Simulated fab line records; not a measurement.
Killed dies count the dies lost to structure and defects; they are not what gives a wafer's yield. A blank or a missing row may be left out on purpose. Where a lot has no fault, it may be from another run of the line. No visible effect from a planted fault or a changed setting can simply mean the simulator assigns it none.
Matching of chambers / flow n5-finfet / thermal-cvd-si-01 running N5_HKMG_FIN_CVD_62: 3 sister chambers
The step deposits a-Si from Si2H6, target thk 3 nm, time 20.8 s. 6 wafers are shown with their chamber, then 12 later ones without.

WAFERS WITH THEIR CHAMBER
wafer=L085.5; chamber=2; heater-power-w (W)=1203
wafer=L087.3; chamber=2; heater-power-w (W)=1198
wafer=L087.4; chamber=1; heater-power-w (W)=1157
wafer=L089.2; chamber=0; heater-power-w (W)=1894
wafer=L089.4; chamber=0; heater-power-w (W)=1891
wafer=L089.5; chamber=1; heater-power-w (W)=1197

WAFERS WITHOUT THEIR CHAMBER
wafer=L091.3; heater-power-w (W)=1863
wafer=L091.5; heater-power-w (W)=1874
wafer=L091.6; heater-power-w (W)=1195
wafer=L092.1; heater-power-w (W)=1204
wafer=L092.2; heater-power-w (W)=1173
wafer=L092.3; heater-power-w (W)=1912
wafer=L095.1; heater-power-w (W)=1918
wafer=L095.3; heater-power-w (W)=1162
wafer=L095.6; heater-power-w (W)=1176
wafer=L097.1; heater-power-w (W)=1167
wafer=L097.3; heater-power-w (W)=1924
wafer=L097.6; heater-power-w (W)=1903

THE CHAMBER EACH PASSED THROUGH
wafer=L091.3; from the rows above=0; in truth=0
wafer=L091.5; from the rows above=0; in truth=0
wafer=L091.6; from the rows above=can't be placed: 2 or 1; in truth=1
wafer=L092.1; from the rows above=can't be placed: 2 or 1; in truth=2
wafer=L092.2; from the rows above=can't be placed: 1 or 2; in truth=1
wafer=L092.3; from the rows above=0; in truth=0
wafer=L095.1; from the rows above=0; in truth=0
wafer=L095.3; from the rows above=can't be placed: 1 or 2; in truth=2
wafer=L095.6; from the rows above=can't be placed: 1 or 2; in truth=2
wafer=L097.1; from the rows above=can't be placed: 1 or 2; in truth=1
wafer=L097.3; from the rows above=0; in truth=0
wafer=L097.6; from the rows above=0; in truth=0
Correct placement for 6 of the 12. Cannot be placed on the basis of these rows: 6; the candidates contain the true chamber in 6. Placed wrongly: 0.
How it was worked out, from the rows above alone: a wafer's distance from a chamber is the root of the sum, over the readings, of the square of ((its reading less the chamber's mean) divided by the reading's scatter). If the next closest chamber is less than 2 further off than the closest, the wafer can't be placed; otherwise it belongs to the closest. The mean given for a chamber averages the wafers shown for that chamber. The scatter: the root of (the sum of the squares of (reading less its chamber's mean) over the shown wafers, divided by (wafers less chambers)).
